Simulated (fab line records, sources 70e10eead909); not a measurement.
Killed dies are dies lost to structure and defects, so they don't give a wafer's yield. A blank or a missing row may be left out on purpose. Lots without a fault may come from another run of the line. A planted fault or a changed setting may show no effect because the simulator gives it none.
Which tool did it? | flow nand_harc | 24 lots, 72 wafers sampled, at 6 steps of a route of 1159

WHAT THE GAUGES READ, wafer by wafer
The record holds no reading of a measuring or inspecting step that can be judged against a usual standard deviation.

WHICH TOOL RAN EACH LOT (tool, then ch and the chambers of the sampled wafers, then the start)
lot  | NHARC_A_STAIRCASE_ETCH_21                     | NHARC_A_STAIRCASE_DESCUM_291       | NHARC_A_STAIRCASE_HM_OPEN_463                 | NHARC_A_STAIRCASE_ETCHBACK_157     | NHARC_A_STAIRCASE_DEP_471       | NHARC_A_STAIRCASE_CMP_472
L074 | rie_diel-04 ch 0,1,3, day 11 12:40 or earlier | rie_diel-04 ch 1,2, day 11 12:40   | rie_diel-04 ch 1,2,3, day 13 15:29 or earlier | rie_diel-09 ch 1,3, day 13 15:29   | pecvd-04 ch 0,1, day 13 16:04   | cmp-02 ch 0,1, day 13 16:20
L076 | rie_diel-11 ch 1,2, day 11 12:32 or earlier   | rie_diel-04 ch 1,2,3, day 11 12:32 | rie_diel-04 ch 0,2,3, day 13 14:41 or earlier | rie_diel-11 ch 2,3, day 13 14:41   | pecvd-04 ch 0,1,2, day 13 15:08 | cmp-02 ch 0,1, day 13 15:20
L075 | rie_diel-09 ch 0,2, day 12 00:22 or earlier   | rie_diel-11 ch 0,1,3, day 12 00:22 | rie_diel-04 ch 0,1,2, day 14 02:22 or earlier | rie_diel-11 ch 0,3, day 14 02:22   | pecvd-03 ch 0,1, day 14 02:38   | cmp-02 ch 2,3, day 14 02:55
L078 | rie_diel-04 ch 1,2,3, day 12 09:27 or earlier | rie_diel-04 ch 0,1,3, day 12 09:27 | rie_diel-11 ch 0,1, day 14 11:19 or earlier   | rie_diel-09 ch 1,2, day 14 11:19   | pecvd-04 ch 1,2, day 14 11:35   | cmp-02 ch 0,1,3, day 14 11:53
L077 | rie_diel-11 ch 0,2, day 12 09:04 or earlier   | rie_diel-04 ch 1,3, day 12 09:04   | rie_diel-04 ch 0,1,3, day 14 11:35 or earlier | rie_diel-11 ch 1,2,3, day 14 11:35 | pecvd-03 ch 0,2, day 14 11:49   | cmp-01 ch 0,2,3, day 14 12:08
L079 | rie_diel-11 ch 0,2,3, day 12 20:46 or earlier | rie_diel-09 ch 0,1,3, day 12 20:46 | rie_diel-11 ch 0,1,3, day 14 21:38 or earlier | rie_diel-11 ch 1,2,3, day 14 21:38 | pecvd-04 ch 0,1,2, day 14 21:56 | cmp-03 ch 1,2, day 14 22:09
L080 | rie_diel-04 ch 0,3, day 12 20:58 or earlier   | rie_diel-04 ch 0,3, day 12 20:58   | rie_diel-09 ch 0,1,2, day 14 21:24 or earlier | rie_diel-11 ch 0,2,3, day 14 21:24 | pecvd-03 ch 0,1,2, day 14 21:44 | cmp-02 ch 1,2, day 14 21:56
L082 | rie_diel-04 ch 0,1,2, day 13 03:41 or earlier | rie_diel-09 ch 0,2,3, day 13 03:41 | rie_diel-09 ch 1,2,3, day 15 07:23 or earlier | rie_diel-04 ch 1,2,3, day 15 07:23 | pecvd-01 ch 0,2, day 15 07:40   | cmp-02 ch 0,1,3, day 15 07:56
L081 | rie_diel-09 ch 0,2, day 13 05:28 or earlier   | rie_diel-11 ch 2,3, day 13 05:28   | rie_diel-04 ch 0,2,3, day 15 07:28 or earlier | rie_diel-09 ch 0,3, day 15 07:28   | pecvd-04 ch 0,1,2, day 15 08:29 | cmp-03 ch 0,1, day 15 08:46
L084 | rie_diel-09 ch 0,1,2, day 13 19:50 or earlier | rie_diel-04 ch 0,1,2, day 13 19:50 | rie_diel-09 ch 1,2,3, day 16 05:32 or earlier | rie_diel-11 ch 0,1,2, day 16 05:32 | pecvd-03 ch 0,1,2, day 16 05:49 | cmp-01 ch 0,1,3, day 16 06:07
L083 | rie_diel-11 ch 0,2,3, day 13 23:29 or earlier | rie_diel-11 ch 0,1,3, day 13 23:29 | rie_diel-09 ch 0,1,3, day 16 06:10 or earlier | rie_diel-11 ch 0,2,3, day 16 06:10 | pecvd-03 ch 0,1,2, day 16 06:27 | cmp-02 ch 0,2,3, day 16 06:43
L085 | rie_diel-04 ch 1,2,3, day 14 08:17 or earlier | rie_diel-11 ch 0,1,3, day 14 08:17 | rie_diel-09 ch 0,1,3, day 16 15:41 or earlier | rie_diel-04 ch 0,1, day 16 15:41   | pecvd-01 ch 0,1, day 16 15:58   | cmp-02 ch 0,1, day 16 16:16
L086 | rie_diel-11 ch 1,2,3, day 14 10:10 or earlier | rie_diel-09 ch 0,1,2, day 14 10:10 | rie_diel-04 ch 0,1,3, day 16 13:41 or earlier | rie_diel-04 ch 1,3, day 16 13:41   | pecvd-01 ch 0,2, day 16 13:57   | cmp-02 ch 0,1,3, day 16 14:13
L087 | rie_diel-04 ch 0,3, day 14 10:28 or earlier   | rie_diel-04 ch 1,3, day 14 10:28   | rie_diel-09 ch 1,2,3, day 16 13:45 or earlier | rie_diel-09 ch 0,1,3, day 16 13:45 | pecvd-03 ch 0,1,2, day 16 14:04 | cmp-03 ch 0,1, day 16 14:22
L089 | rie_diel-04 ch 1,2,3, day 15 10:25 or earlier | rie_diel-09 ch 0,2,3, day 15 10:25 | rie_diel-09 ch 0,2,3, day 17 09:58 or earlier | rie_diel-11 ch 1,2,3, day 17 09:58 | pecvd-03 ch 0,2, day 17 10:17   | cmp-03 ch 0,2,3, day 17 10:35
L090 | rie_diel-11 ch 0,1,3, day 15 11:31 or earlier | rie_diel-09 ch 0,3, day 15 11:31   | rie_diel-11 ch 0,2, day 17 09:44 or earlier   | rie_diel-09 ch 0,1,2, day 17 09:44 | pecvd-04 ch 0,1,2, day 17 09:58 | cmp-01 ch 2,3, day 17 10:16
L088 | rie_diel-09 ch 0,1,3, day 15 07:19 or earlier | rie_diel-04 ch 0,3, day 15 07:19   | rie_diel-11 ch 0,1,2, day 17 10:22 or earlier | rie_diel-04 ch 0,3, day 17 10:22   | pecvd-01 ch 0,2, day 17 10:38   | cmp-01 ch 0,2,3, day 17 10:59
L091 | rie_diel-11 ch 0,2, day 15 22:19 or earlier   | rie_diel-04 ch 0,3, day 15 22:19   | rie_diel-09 ch 2,3, day 18 04:20 or earlier   | rie_diel-04 ch 0,1,2, day 18 04:20 | pecvd-01 ch 0,2, day 18 04:40   | cmp-01 ch 0,1,2, day 18 04:55
L092 | rie_diel-09 ch 0,3, day 16 00:16 or earlier   | rie_diel-09 ch 1,3, day 16 00:16   | rie_diel-04 ch 0,3, day 18 02:58 or earlier   | rie_diel-04 ch 0,2,3, day 18 02:58 | pecvd-03 ch 1,2, day 18 03:13   | cmp-02 ch 0,1,2, day 18 03:32
L094 | rie_diel-09 ch 1,3, day 16 13:59 or earlier   | rie_diel-04 ch 0,1,3, day 16 13:59 | rie_diel-09 ch 1,2,3, day 18 13:33 or earlier | rie_diel-09 ch 1,2, day 18 13:33   | pecvd-03 ch 0,1,2, day 18 13:50 | cmp-03 ch 0,1,3, day 18 14:10
L093 | rie_diel-11 ch 0,2, day 16 15:49 or earlier   | rie_diel-09 ch 0,2,3, day 16 15:49 | rie_diel-04 ch 0,1,3, day 18 13:37 or earlier | rie_diel-04 ch 1,2,3, day 18 13:37 | pecvd-03 ch 0,2, day 18 14:00   | cmp-01 ch 1,2, day 18 14:16
L096 | rie_diel-04 ch 0,2, day 16 20:11 or earlier   | rie_diel-09 ch 0,2,3, day 16 20:11 | rie_diel-09 ch 0,1,3, day 19 04:11 or earlier | rie_diel-04 ch 1,2, day 19 04:11   | pecvd-04 ch 1,2, day 19 04:33   | cmp-02 ch 2,3, day 19 04:48
L095 | rie_diel-11 ch 0,2,3, day 16 23:56 or earlier | rie_diel-11 ch 0,2,3, day 16 23:56 | rie_diel-09 ch 0,1, day 19 02:38 or earlier   | rie_diel-04 ch 0,1, day 19 02:38   | pecvd-01 ch 0,1, day 19 02:59   | cmp-01 ch 0,2,3, day 19 03:17
L097 | rie_diel-04 ch 0,2,3, day 16 22:43 or earlier | rie_diel-09 ch 0,2,3, day 16 22:43 | rie_diel-04 ch 0,1,2, day 19 02:50 or earlier | rie_diel-04 ch 0,1,2, day 19 02:50 | pecvd-04 ch 0,1,2, day 19 03:08 | cmp-03 ch 0,1,2, day 19 03:26
- NHARC_A_STAIRCASE_ETCH_21: etches the open film in C4F8/O2, target depth 100 nm, time 40.5 s.
- NHARC_A_STAIRCASE_DESCUM_291: chemistry O2, time 3 s.
- NHARC_A_STAIRCASE_HM_OPEN_463: chemistry O2/COS.
- NHARC_A_STAIRCASE_ETCHBACK_157: etches the open film in CH3F/O2, target depth 90 nm, time 167.14 s.
- NHARC_A_STAIRCASE_DEP_471: deposits SiO2, target thk 100 nm.
- NHARC_A_STAIRCASE_CMP_472: polishes SiO2.

WHAT THE TOOLS THEMSELVES READ (means of the sampled wafers that have a number; where no wafer has one, the mark that the record gives instead)
NHARC_A_STAIRCASE_ETCH_21. Usual: oes_product_au 0.954 a.u., standard deviation 0.019; rf_vpp_V 897 V, standard deviation 4.
lot  | tool        | oes_product_au (a.u.) | rf_vpp_V (V) | flag
L074 | rie_diel-04 | 0.954                 | 899          |
L076 | rie_diel-11 | 0.951                 | 897          |
L075 | rie_diel-09 | 0.924                 | 899          |
L078 | rie_diel-04 | 0.954                 | 900          |
L077 | rie_diel-11 | 0.951                 | 899          |
L079 | rie_diel-11 | 0.978                 | 897          |
L080 | rie_diel-04 | 0.959                 | 897          |
L082 | rie_diel-04 | 0.924                 | 901          |
L081 | rie_diel-09 | 0.979                 | 898          |
L084 | rie_diel-09 | 0.939                 | 901          |
L083 | rie_diel-11 | 0.972                 | 897          |
L085 | rie_diel-04 | 0.971                 | 899          |
L086 | rie_diel-11 | 0.964                 | 895          |
L087 | rie_diel-04 | 0.946                 | 897          |
L089 | rie_diel-04 | 0.969                 | 899          |
L090 | rie_diel-11 | 0.945                 | 892          |
L088 | rie_diel-09 | 0.937                 | 899          |
L091 | rie_diel-11 | 0.931                 | 897          |
L092 | rie_diel-09 | 0.986                 | 898          |
L094 | rie_diel-09 | 0.967                 | 897          |
L093 | rie_diel-11 | 0.964                 | 897          |
L096 | rie_diel-04 | 0.943                 | 900          |
L095 | rie_diel-11 | 0.936                 | 896          |
L097 | rie_diel-04 | 0.984                 | 898          |

NHARC_A_STAIRCASE_DESCUM_291. Usual: drypump_motor_current_A 5.7 A, standard deviation 0.46; oes_product_au 1.002 a.u., standard deviation 0.0094; rf_vpp_V 57.8 V, standard deviation 0.92; showerhead_plenum_p_Torr 1.94 Torr, standard deviation 0.062; throttle_valve_pct 11.310 %, standard deviation 0.0095.
lot  | tool        | drypump_motor_current_A (A) | oes_product_au (a.u.) | rf_vpp_V (V) | showerhead_plenum_p_Torr (Torr) | throttle_valve_pct (%) | flag
L074 | rie_diel-04 | 5.3                         | 0.998                 | 58.3         | 2.01                            | 11.316                 |
L076 | rie_diel-04 | 5.6                         | 1.007                 | 57.7         | 1.97                            | 11.302                 |
L075 | rie_diel-11 | 5.4                         | 1.008                 | 58.3         | 1.88                            | 11.311                 |
L078 | rie_diel-04 | 5.7                         | 1.006                 | 57.8         | 1.96                            | 11.305                 |
L077 | rie_diel-04 | 5.8                         | 1.009                 | 57.7         | 1.93                            | 11.319                 |
L079 | rie_diel-09 | 6.0                         | 1.007                 | 57.2         | 1.96                            | 11.315                 |
L080 | rie_diel-04 | 5.9                         | 0.997                 | 58.2         | 1.95                            | 11.316                 |
L082 | rie_diel-09 | 5.5                         | 1.008                 | 57.2         | 1.93                            | 11.307                 |
L081 | rie_diel-11 | 5.6                         | 0.999                 | 57.5         | 1.94                            | 11.312                 |
L084 | rie_diel-04 | 5.5                         | 1.011                 | 58.0         | 1.99                            | 11.300                 |
L083 | rie_diel-11 | 5.4                         | 1.005                 | 57.5         | 1.87                            | 11.309                 |
L085 | rie_diel-11 | 5.4                         | 1.002                 | 57.7         | 1.87                            | 11.304                 |
L086 | rie_diel-09 | 5.9                         | 0.995                 | 58.4         | 1.98                            | 11.312                 |
L087 | rie_diel-04 | 5.4                         | 1.008                 | 58.1         | 1.97                            | 11.309                 |
L089 | rie_diel-09 | 5.5                         | 1.000                 | 56.9         | 1.92                            | 11.307                 |
L090 | rie_diel-09 | 5.6                         | 1.000                 | 57.8         | 1.89                            | 11.312                 |
L088 | rie_diel-04 | 6.0                         | 0.999                 | 57.9         | 1.92                            | 11.311                 |
L091 | rie_diel-04 | 5.9                         | 1.005                 | 57.4         | 1.95                            | 11.309                 |
L092 | rie_diel-09 | 6.0                         | 1.003                 | 57.7         | 1.89                            | 11.311                 |
L094 | rie_diel-04 | 5.7                         | 1.005                 | 58.4         | 1.95                            | 11.310                 |
L093 | rie_diel-09 | 5.5                         | 1.007                 | 57.6         | 1.92                            | 11.315                 |
L096 | rie_diel-09 | 5.5                         | 1.007                 | 57.5         | 1.92                            | 11.312                 |
L095 | rie_diel-11 | 5.7                         | 0.991                 | 57.8         | 1.91                            | 11.304                 |
L097 | rie_diel-09 | 5.5                         | 0.999                 | 58.6         | 1.92                            | 11.312                 |

NHARC_A_STAIRCASE_HM_OPEN_463. Usual: drypump_motor_current_A 5.7 A, standard deviation 0.45; oes_product_au 1.003 a.u., standard deviation 0.011; rf_vpp_V 468.3 V, standard deviation 2.1; showerhead_plenum_p_Torr 3.17 Torr, standard deviation 0.095; throttle_valve_pct 28.330 %, standard deviation 0.0081.
lot  | tool        | drypump_motor_current_A (A) | oes_product_au (a.u.) | rf_vpp_V (V) | showerhead_plenum_p_Torr (Torr) | throttle_valve_pct (%) | flag
L074 | rie_diel-04 | 5.6                         | 1.002                 | 468.0        | 3.21                            | 28.328                 |
L076 | rie_diel-04 | 5.8                         | 1.000                 | 468.7        | 3.20                            | 28.331                 |
L075 | rie_diel-04 | 5.6                         | 1.008                 | 469.7        | 3.25                            | 28.329                 |
L078 | rie_diel-11 | 5.6                         | 1.009                 | 465.1        | 3.02                            | 28.332                 |
L077 | rie_diel-04 | 5.7                         | 1.007                 | 468.6        | 3.20                            | 28.334                 |
L079 | rie_diel-11 | 5.5                         | 0.998                 | 465.7        | 3.06                            | 28.336                 |
L080 | rie_diel-09 | 5.9                         | 1.004                 | 469.7        | 3.23                            | 28.322                 |
L082 | rie_diel-09 | 5.9                         | 0.996                 | 468.1        | 3.14                            | 28.332                 |
L081 | rie_diel-04 | 5.8                         | 1.010                 | 468.5        | 3.19                            | 28.320                 |
L084 | rie_diel-09 | 6.0                         | 1.005                 | 467.2        | 3.14                            | 28.333                 |
L083 | rie_diel-09 | 6.0                         | 0.996                 | 468.3        | 3.18                            | 28.332                 |
L085 | rie_diel-09 | 6.0                         | 1.004                 | 468.7        | 3.18                            | 28.325                 |
L086 | rie_diel-04 | 5.7                         | 1.002                 | 469.0        | 3.19                            | 28.325                 |
L087 | rie_diel-09 | 5.9                         | 0.994                 | 467.9        | 3.14                            | 28.341                 |
L089 | rie_diel-09 | 5.6                         | 1.007                 | 467.3        | 3.14                            | 28.335                 |
L090 | rie_diel-11 | 6.0                         | 1.002                 | 468.2        | 3.13                            | 28.330                 |
L088 | rie_diel-11 | 5.8                         | 1.002                 | 466.5        | 3.09                            | 28.333                 |
L091 | rie_diel-09 | 5.7                         | 1.000                 | 465.5        | 3.05                            | 28.325                 |
L092 | rie_diel-04 | 5.8                         | 0.999                 | 468.0        | 3.17                            | 28.332                 |
L094 | rie_diel-09 | 6.0                         | 0.997                 | 467.3        | 3.13                            | 28.327                 |
L093 | rie_diel-04 | 5.7                         | 1.004                 | 468.2        | 3.18                            | 28.331                 |
L096 | rie_diel-09 | 6.0                         | 1.003                 | 468.1        | 3.17                            | 28.326                 |
L095 | rie_diel-09 | 5.9                         | 0.995                 | 470.3        | 3.25                            | 28.333                 |
L097 | rie_diel-04 | 5.5                         | 1.008                 | 468.9        | 3.23                            | 28.330                 |

NHARC_A_STAIRCASE_ETCHBACK_157. Usual: drypump_motor_current_A 5.7 A, standard deviation 0.43; oes_product_au 0.97 a.u., standard deviation 0.036; rf_vpp_V 244.6 V, standard deviation 1.3; showerhead_plenum_p_Torr 2.48 Torr, standard deviation 0.073; throttle_valve_pct 20.662 %, standard deviation 0.0089.
lot  | tool        | drypump_motor_current_A (A) | oes_product_au (a.u.) | rf_vpp_V (V) | showerhead_plenum_p_Torr (Torr) | throttle_valve_pct (%) | flag
L074 | rie_diel-09 | 6.0                         | 1.00                  | 244.2        | 2.44                            | 20.667                 |
L076 | rie_diel-11 | 5.3                         | 1.01                  | 244.4        | 2.46                            | 20.656                 |
L075 | rie_diel-11 | 5.3                         | 0.93                  | 244.2        | 2.44                            | 20.664                 |
L078 | rie_diel-09 | 5.9                         | 0.92                  | 245.3        | 2.51                            | 20.658                 |
L077 | rie_diel-11 | 5.5                         | 0.95                  | 243.6        | 2.43                            | 20.659                 |
L079 | rie_diel-11 | 5.4                         | 0.93                  | 244.3        | 2.42                            | 20.658                 |
L080 | rie_diel-11 | 5.7                         | 1.00                  | 244.8        | 2.47                            | 20.660                 |
L082 | rie_diel-04 | 5.6                         | 1.00                  | 245.6        | 2.51                            | 20.666                 |
L081 | rie_diel-09 | 5.6                         | 0.93                  | 243.7        | 2.44                            | 20.673                 |
L084 | rie_diel-11 | 5.8                         | 1.00                  | 243.5        | 2.43                            | 20.661                 |
L083 | rie_diel-11 | 5.7                         | 0.93                  | 244.0        | 2.46                            | 20.667                 |
L085 | rie_diel-04 | 5.4                         | 1.01                  | 246.0        | 2.55                            | 20.667                 |
L086 | rie_diel-04 | 5.7                         | 0.96                  | 245.6        | 2.47                            | 20.664                 |
L087 | rie_diel-09 | 6.0                         | 1.00                  | 244.7        | 2.50                            | 20.660                 |
L089 | rie_diel-11 | 5.4                         | 1.00                  | 243.6        | 2.42                            | 20.657                 |
L090 | rie_diel-09 | 5.9                         | 0.92                  | 244.3        | 2.53                            | 20.666                 |
L088 | rie_diel-04 | 6.0                         | 0.96                  | 245.2        | 2.46                            | 20.665                 |
L091 | rie_diel-04 | 5.5                         | 1.01                  | 244.8        | 2.54                            | 20.673                 |
L092 | rie_diel-04 | 5.8                         | 1.00                  | 244.5        | 2.50                            | 20.654                 |
L094 | rie_diel-09 | 5.8                         | 0.95                  | 244.4        | 2.50                            | 20.660                 |
L093 | rie_diel-04 | 5.6                         | 0.93                  | 244.9        | 2.50                            | 20.659                 |
L096 | rie_diel-04 | 5.3                         | 1.00                  | 246.4        | 2.55                            | 20.666                 |
L095 | rie_diel-04 | 5.5                         | 1.01                  | 244.3        | 2.53                            | 20.661                 |
L097 | rie_diel-04 | 5.5                         | 0.93                  | 245.2        | 2.54                            | 20.665                 |

NHARC_A_STAIRCASE_DEP_471. Usual: heater_power_w 534 W, standard deviation 68; mfc_precursor_sccm 161.5 sccm, standard deviation 0.48; throttle_valve_pct 16.1 %, standard deviation 0.44.
lot  | tool     | heater_power_w (W) | mfc_precursor_sccm (sccm) | throttle_valve_pct (%) | flag
L074 | pecvd-04 | 567                | 161.3                     | 16.0                   |
L076 | pecvd-04 | 531                | 161.9                     | 16.2                   |
L075 | pecvd-03 | 500                | 162.1                     | 16.3                   |
L078 | pecvd-04 | 506                | 161.5                     | 16.2                   |
L077 | pecvd-03 | 497                | 161.2                     | 16.1                   |
L079 | pecvd-04 | 524                | 161.4                     | 16.1                   |
L080 | pecvd-03 | 474                | 161.5                     | 16.2                   |
L082 | pecvd-01 | 584                | 161.6                     | 15.6                   |
L081 | pecvd-04 | 534                | 161.4                     | 16.2                   |
L084 | pecvd-03 | 482                | 161.9                     | 16.3                   |
L083 | pecvd-03 | 528                | 161.3                     | 16.2                   |
L085 | pecvd-01 | 600                | 161.3                     | 16.2                   |
L086 | pecvd-01 | 564                | 161.6                     | 15.7                   |
L087 | pecvd-03 | 513                | 161.6                     | 16.3                   |
L089 | pecvd-03 | 513                | 162.0                     | 16.3                   |
L090 | pecvd-04 | 544                | 161.5                     | 16.1                   |
L088 | pecvd-01 | 587                | 160.9                     | 15.6                   |
L091 | pecvd-01 | 601                | 161.5                     | 15.8                   |
L092 | pecvd-03 | 493                | 161.1                     | 16.3                   |
L094 | pecvd-03 | 508                | 161.9                     | 16.4                   |
L093 | pecvd-03 | 449                | 160.9                     | 16.3                   |
L096 | pecvd-04 | 513                | 161.2                     | 16.4                   |
L095 | pecvd-01 | 570                | 161.5                     | 16.0                   |
L097 | pecvd-04 | 548                | 161.4                     | 16.1                   |

NHARC_A_STAIRCASE_CMP_472. Usual: motor_current_A 12.0 A, standard deviation 0.98.
lot  | tool   | motor_current_A (A) | flag
L074 | cmp-02 | 11.5                |
L076 | cmp-02 | 11.1                |
L075 | cmp-02 | 12.3                |
L078 | cmp-02 | 11.5                |
L077 | cmp-01 | 12.4                |
L079 | cmp-03 | 12.0                |
L080 | cmp-02 | 11.0                |
L082 | cmp-02 | 11.7                |
L081 | cmp-03 | 13.4                |
L084 | cmp-01 | 12.8                |
L083 | cmp-02 | 11.7                |
L085 | cmp-02 | 11.3                |
L086 | cmp-02 | 11.9                |
L087 | cmp-03 | 12.1                |
L089 | cmp-03 | 11.1                |
L090 | cmp-01 | 12.8                |
L088 | cmp-01 | 12.4                |
L091 | cmp-01 | 12.7                |
L092 | cmp-02 | 11.0                |
L094 | cmp-03 | 12.1                |
L093 | cmp-01 | 11.3                |
L096 | cmp-02 | 12.3                |
L095 | cmp-01 | 12.5                |
L097 | cmp-03 | 11.9                |

THE ANSWER, worked out from the rows above alone
Rule: a lot is off if the mean of its wafers that have a number lies more than 3 standard deviations from the usual mean. A lot without any number at a reading at which 4 lots or more have one is off too. The other lots that the step has rows for count as sound. The gauges are gone through in route order, then the tools' own readings, and for those a lot's mean is taken as printed above. The first step at which some lot is off is used, and at that step the reading that is off furthest; a lot without a number counts as furthest.
No lot is off at any reading shown: from this, nothing can be told.

WHAT THE SIMULATOR HAD PUT IN
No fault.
